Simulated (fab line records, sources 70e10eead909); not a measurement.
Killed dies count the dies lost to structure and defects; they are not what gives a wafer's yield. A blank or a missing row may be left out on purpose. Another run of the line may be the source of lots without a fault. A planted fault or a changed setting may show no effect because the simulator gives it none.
fab line records + flow nand_harc
record:
- lots: 6
- wafers: 18
- last_day: 32
route steps=1302 shown A_ONON_D2@565 A_CHANNEL_HOLE_D2@570
lots that met no fault: taken from a fault-free run of the same line
start_h: hours from the record's first day to the start of the lot's first wafer shown + wait_h: hours elapsed since this lot's preceding step + " as in the row above + L1.1+2: several wafers, shown together as one row + - value missing, or start not given + * or withheld: withheld + < > ~ a bound
route shown NAME@n: NAME is a module with steps in the file, n the number in the route of the first one + usual: the fault-free wafers' mean and standard deviation + same: alike in all rows + chamber/n: place in a boat + sites: readings site by site + _std_site: the values' standard deviation + _edge_site: inner sites' mean taken away from outer sites' mean + radius_mm: how far each site lies from the wafer's centre + mask NAME#n: copy n + behind: the most recent tool/chamber to have shaped the wafer + hold: why the lot went on hold/how many hours it stayed there/how the hold came to an end + device: names the non-switching transistor (n, p or np) + end of line: the tests these same wafers got at the end of their route + where a step has no rows: the recipe by itself + killed: count of dies lost to structure and defects at first sort (not the wafer's yield) + map: the dies of a wafer, with x for killed, . for not killed, _ for no die there
set.NAME: the setting that was run; set.NAME@STEP: the one run at that earlier step + model.NAME: the simulator's own value behind a step, which no gauge read
lots at selected steps of the route; one table per step, one row per wafer
services: a tool's chamber out of use, with start hour (start_h, from the record's first day; less than 0 if before it), hours out, and reason
== steps ==
step: NHARC_A_ONON_D2_THK_MEAS_30
recipe:
- thk_meas_gauge: ellipsometry
usual:
- thk_nm: 999/7.5
| lot.wafer | tool          | chamber | start_h | wait_h | thk_nm |
|-----------|---------------|---------|---------|--------|--------|
| L304.2    | film_metro-01 | -       | 306.10  | -      | 1001   |
| L304.3    | "             | -       | "       | "      | 1000   |
| L304.6    | "             | -       | "       | "      | 998    |
| L306.1    | film_metro-02 | -       | 338.56  | -      | 997    |
| L306.3    | "             | -       | "       | "      | 1001   |
| L306.4    | "             | -       | "       | "      | 999    |
| L316.1    | film_metro-01 | -       | 428.30  | -      | 1006   |
| L316.2    | "             | -       | "       | "      | 1006   |
| L316.4    | "             | -       | "       | "      | 1008   |
| L315.2    | film_metro-02 | -       | 428.30  | -      | 995    |
| L315.4    | "             | -       | "       | "      | 998    |
| L315.5    | "             | -       | "       | "      | 998    |
| L318.2    | film_metro-01 | -       | 456.30  | -      | 1010   |
| L318.4    | "             | -       | "       | "      | 1011   |
| L318.5    | "             | -       | "       | "      | 1011   |
| L321.2    | film_metro-02 | -       | 500.55  | -      | 1004   |
| L321.5    | "             | -       | "       | "      | 1003   |
| L321.6    | "             | -       | "       | "      | 1003   |
step: NHARC_A_ONON_D2_DEP_33
recipe:
- target_thk_a: 2000
- temp_c: 400
- pressure_torr: 6.5
- rf_w: 900
- teos_flow_sccm: 161.4
- flow_sccm: 2650
- target_thk_nm: 200
- gas: O2
- material: SiO2
usual:
- heater_power_w: 521/98
- throttle_valve_pct: 15.8/0.56
| lot.wafer | tool     | chamber | start_h | wait_h | heater_power_w | throttle_valve_pct |
|-----------|----------|---------|---------|--------|----------------|--------------------|
| L304.3    | pecvd-03 | 2       | 306.15  | 0.1    | 583            | 14.9               |
| L304.2    | "        | 1       | "       | "      | 582            | 16.1               |
| L304.6    | "        | 2       | "       | "      | 608            | 15.0               |
| L306.1    | pecvd-04 | 0       | 338.66  | 0.1    | 446            | 15.5               |
| L306.3    | "        | 1       | "       | "      | 406            | 15.3               |
| L306.4    | "        | 0       | "       | "      | 436            | 15.5               |
| L316.1    | pecvd-04 | 0       | 428.36  | 0.1    | 435            | 15.7               |
| L316.2    | "        | 1       | "       | "      | 420            | 15.4               |
| L316.4    | "        | 1       | "       | "      | 437            | 15.5               |
| L315.2    | pecvd-02 | 1       | 428.40  | 0.1    | 617            | 16.4               |
| L315.5    | "        | 0       | "       | "      | 638            | 16.3               |
| L315.4    | "        | 1       | "       | "      | 460            | 16.3               |
| L318.2    | pecvd-02 | 1       | 456.44  | 0.1    | 473            | 16.7               |
| L318.4    | "        | 0       | "       | "      | 557            | 16.3               |
| L318.5    | "        | 1       | "       | "      | 485            | 16.6               |
| L321.2    | pecvd-04 | 2       | 500.61  | 0.1    | 486            | 16.0               |
| L321.5    | "        | 2       | "       | "      | 501            | 15.9               |
| L321.6    | "        | 1       | "       | "      | 400            | 15.2               |
step: NHARC_A_ONON_D2_THK_MEAS_34
recipe:
- thk_meas_gauge: ellipsometry
usual:
- thk_nm: 201.9/2.8
| lot.wafer | tool          | chamber | start_h | wait_h | thk_nm |
|-----------|---------------|---------|---------|--------|--------|
| L304.2    | film_metro-01 | -       | 306.57  | -      | 203.2  |
| L304.3    | "             | -       | "       | "      | 198.0  |
| L304.6    | "             | -       | "       | "      | 204.4  |
| L306.1    | film_metro-02 | -       | 339.07  | -      | 198.3  |
| L306.3    | "             | -       | "       | "      | 196.1  |
| L306.4    | "             | -       | "       | "      | 201.3  |
| L316.1    | film_metro-02 | -       | 428.77  | -      | 200.0  |
| L316.2    | "             | -       | "       | "      | 199.4  |
| L316.4    | "             | -       | "       | "      | 202.8  |
| L315.2    | film_metro-01 | -       | 428.77  | -      | 198.3  |
| L315.4    | "             | -       | "       | "      | 203.7  |
| L315.5    | "             | -       | "       | "      | 202.3  |
| L318.2    | film_metro-01 | -       | 456.76  | -      | 199.3  |
| L318.4    | "             | -       | "       | "      | 202.1  |
| L318.5    | "             | -       | "       | "      | 201.6  |
| L321.2    | film_metro-02 | -       | 501.03  | -      | 198.3  |
| L321.5    | "             | -       | "       | "      | 202.1  |
| L321.6    | "             | -       | "       | "      | 204.7  |
step: NHARC_A_ONON_D2_INSPECT_32
usual:
- raw_defect_count: 406/150
| lot.wafer | tool              | chamber | start_h | wait_h | raw_defect_count |
|-----------|-------------------|---------|---------|--------|------------------|
| L304.2    | defect_inspect-01 | -       | 306.65  | 0.0    | 389              |
| L304.3    | "                 | -       | "       | "      | 383              |
| L304.6    | "                 | -       | "       | "      | 772              |
| L306.1    | defect_inspect-02 | -       | 339.13  | 0.0    | 293              |
| L306.3    | "                 | -       | "       | "      | 320              |
| L306.4    | "                 | -       | "       | "      | 361              |
| L316.1    | defect_inspect-02 | -       | 428.83  | 0.0    | 639              |
| L316.2    | "                 | -       | "       | "      | 486              |
| L316.4    | "                 | -       | "       | "      | 626              |
| L315.2    | defect_inspect-01 | -       | 428.84  | 0.0    | 289              |
| L315.4    | "                 | -       | "       | "      | 221              |
| L315.5    | "                 | -       | "       | "      | 426              |
| L318.2    | defect_inspect-01 | -       | 456.85  | 0.0    | 516              |
| L318.4    | "                 | -       | "       | "      | 497              |
| L318.5    | "                 | -       | "       | "      | 534              |
| L321.2    | defect_inspect-02 | -       | 501.09  | 0.0    | 494              |
| L321.5    | "                 | -       | "       | "      | 330              |
| L321.6    | "                 | -       | "       | "      | 347              |
step: NHARC_A_CHANNEL_HOLE_D2_DEP_00
recipe:
- target_thk_a: 31000
- temp_c: 400
- material: aC
usual:
- throttle_valve_pct: 35.000/0.009
| lot.wafer | tool       | chamber | start_h | wait_h | throttle_valve_pct |
|-----------|------------|---------|---------|--------|--------------------|
| L304.2    | acl_dep-01 | 0       | 311.70  | 5.0    | 35.020             |
| L304.3    | "          | 0       | "       | "      | 35.002             |
| L304.6    | "          | 0       | "       | "      | 35.011             |
| L306.1    | acl_dep-01 | 0       | 340.55  | 1.4    | 35.006             |
| L306.3    | "          | 0       | "       | "      | 34.993             |
| L306.4    | "          | 0       | "       | "      | 34.992             |
| L316.1    | acl_dep-01 | 0       | 432.50  | 3.7    | 35.004             |
| L316.2    | "          | 0       | "       | "      | 35.011             |
| L316.4    | "          | 0       | "       | "      | 34.982             |
| L315.2    | acl_dep-03 | 0       | 433.86  | 5.0    | 34.985             |
| L315.4    | "          | 0       | "       | "      | 35.015             |
| L315.5    | "          | 0       | "       | "      | 35.005             |
| L318.2    | acl_dep-03 | 0       | 458.74  | 1.9    | 34.998             |
| L318.4    | "          | 0       | "       | "      | 34.991             |
| L318.5    | "          | 0       | "       | "      | 35.005             |
| L321.2    | acl_dep-01 | 0       | 501.47  | 0.4    | 35.001             |
| L321.5    | "          | 0       | "       | "      | 35.014             |
| L321.6    | "          | 0       | "       | "      | 35.015             |
step: NHARC_A_CHANNEL_HOLE_D2_DEP_01
recipe:
- target_thk_a: 1400
- target_thk_nm: 140
- temp_c: 400
- pressure_torr: 3.5
- flow_sccm: 200
- rf_w: 350
- material: SiON
usual:
- heater_power_w: 726/92
| lot.wafer | tool     | chamber | start_h | wait_h | heater_power_w |
|-----------|----------|---------|---------|--------|----------------|
| L304.2    | pecvd-03 | 1       | 313.34  | 1.3    | 721            |
| L304.3    | "        | 2       | "       | "      | 819            |
| L304.6    | "        | 2       | "       | "      | 851            |
| L306.3    | pecvd-01 | 0       | 342.44  | 1.0    | 685            |
| L306.1    | "        | 1       | "       | "      | 746            |
| L306.4    | "        | 0       | "       | "      | 683            |
| L316.2    | pecvd-02 | 1       | 434.43  | 1.3    | 749            |
| L316.1    | "        | 2       | "       | "      | 687            |
| L316.4    | "        | 2       | "       | "      | 692            |
| L315.2    | pecvd-03 | 0       | 435.55  | 1.4    | 554            |
| L315.5    | "        | 1       | "       | "      | 749            |
| L315.4    | "        | 2       | "       | "      | 949            |
| L318.2    | pecvd-02 | 2       | 460.35  | 1.3    | 750            |
| L318.5    | "        | 2       | "       | "      | 739            |
| L318.4    | "        | 1       | "       | "      | 676            |
| L321.2    | pecvd-02 | 1       | 503.33  | 1.5    | 670            |
| L321.5    | "        | 2       | "       | "      | 679            |
| L321.6    | "        | 1       | "       | "      | 657            |
step: NHARC_A_CHANNEL_HOLE_D2_DEHYDRATE_02
recipe:
- temp_c: 150
- time_s: 120
step: NHARC_A_CHANNEL_HOLE_D2_HMDS_03
recipe:
- time_s: 30
step: NHARC_A_CHANNEL_HOLE_D2_COAT_36
recipe:
- temp_c: 260
- time_s: 75
step: NHARC_A_CHANNEL_HOLE_D2_COAT_37
recipe:
- temp_c: 225
- time_s: 65
step: NHARC_A_CHANNEL_HOLE_D2_COAT_04
recipe:
- spin_rpm: 1500
- resist_thk_nm: 90
step: NHARC_A_CHANNEL_HOLE_D2_SOFTBAKE_05
recipe:
- temp_c: 105
- time_s: 55
usual:
- heater_power_total_W: 188.44/0.13
| lot.wafer | tool           | chamber | start_h | wait_h | heater_power_total_W |
|-----------|----------------|---------|---------|--------|----------------------|
| L304.2    | litho_track-04 | 0       | 313     | -      | 165.62               |
| L304.3    | "              | 0       | "       | "      | 165.45               |
| L304.6    | "              | 0       | "       | "      | 165.40               |
| L306.1    | litho_track-04 | 0       | 342     | -      | 165.44               |
| L306.3    | "              | 0       | "       | "      | 165.74               |
| L306.4    | "              | 0       | "       | "      | 165.46               |
| L316.1    | litho_track-01 | 0       | 434     | -      | 188.27               |
| L316.2    | "              | 0       | "       | "      | 188.29               |
| L316.4    | "              | 0       | "       | "      | 188.27               |
| L315.2    | litho_track-06 | 0       | 435     | -      | 188.47               |
| L315.4    | "              | 0       | "       | "      | 188.35               |
| L315.5    | "              | 0       | "       | "      | 188.30               |
| L318.2    | litho_track-04 | 0       | 460     | -      | 188.35               |
| L318.4    | "              | 0       | "       | "      | 188.33               |
| L318.5    | "              | 0       | "       | "      | 188.46               |
| L321.2    | litho_track-04 | 0       | 503     | -      | 188.45               |
| L321.5    | "              | 0       | "       | "      | 188.40               |
| L321.6    | "              | 0       | "       | "      | 188.49               |
step: NHARC_A_CHANNEL_HOLE_D2_EBR_06
== services ==
| tool           | chamber | start_h | hours | kind       |
|----------------|---------|---------|-------|------------|
| acl_dep-03     | -       | 301.17  | 13.0  | pm         |
| pecvd-01       | -       | 311.45  | 13.0  | pm         |
| pecvd-03       | 0       | 318.34  | 22.1  | repair     |
| litho_track-01 | -       | 330.00  | 7.0   | pm         |
| pecvd-03       | 2       | 330.37  | 6.0   | repair     |
| litho_track-06 | -       | 354.00  | 7.0   | pm         |
| pecvd-03       | -       | 366.47  | 13.0  | pm         |
| pecvd-03       | 0       | 366.47  | 13.0  | vent_cycle |
| pecvd-03       | 1       | 366.47  | 13.0  | vent_cycle |
| pecvd-03       | 2       | 366.47  | 13.0  | vent_cycle |
| acl_dep-01     | -       | 368.89  | 13.0  | pm         |
| litho_track-04 | -       | 378.00  | 7.0   | pm         |
| pecvd-01       | -       | 381.54  | 2.4   | repair     |
| pecvd-02       | -       | 408.41  | 13.0  | pm         |
| pecvd-02       | 0       | 408.41  | 13.0  | vent_cycle |
| pecvd-02       | 1       | 408.41  | 13.0  | vent_cycle |
| pecvd-02       | 2       | 408.41  | 13.0  | vent_cycle |
| pecvd-02       | 0       | 421.41  | -     | clean      |
| pecvd-02       | 1       | 421.41  | -     | clean      |
| pecvd-02       | 2       | 421.41  | -     | clean      |
| pecvd-04       | -       | 450.06  | 13.0  | pm         |
| acl_dep-03     | -       | 482.17  | 13.0  | pm         |
| pecvd-01       | -       | 492.45  | 13.0  | pm         |
| pecvd-03       | -       | 499.00  | 1.1   | repair     |
== key ==
first_sign:
- step: NHARC_A_CHANNEL_HOLE_D2_SOFTBAKE_05
- reading: heater_power_total_W
- direction: down
- sigmas: 99+
- usual: *
- struck: *
effect none on later readings
met_at NHARC_A_CHANNEL_HOLE_D2_SOFTBAKE_05
struck_wafers L304.2,L304.3,L304.6,L306.1,L306.3,L306.4
tester_left_out L304,L306
fault:
- kind: process_parameter_drift
- tool: litho_track-04
- chamber: -
- onset_h: 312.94
- steps: NHARC_A_CHANNEL_HOLE_D2_SOFTBAKE_05
- channel: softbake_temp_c
- offset: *
- shape: step
- end_h: 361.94
- acts_in: *
- stated: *
tester_left_out: of these lots the tester's yield and bins aren't shown, on N5 and GAA mostly nor the transistor test; their killed dies are dies lost to structure and defects alone, not to doping, threshold or leakage, so they don't give the yield
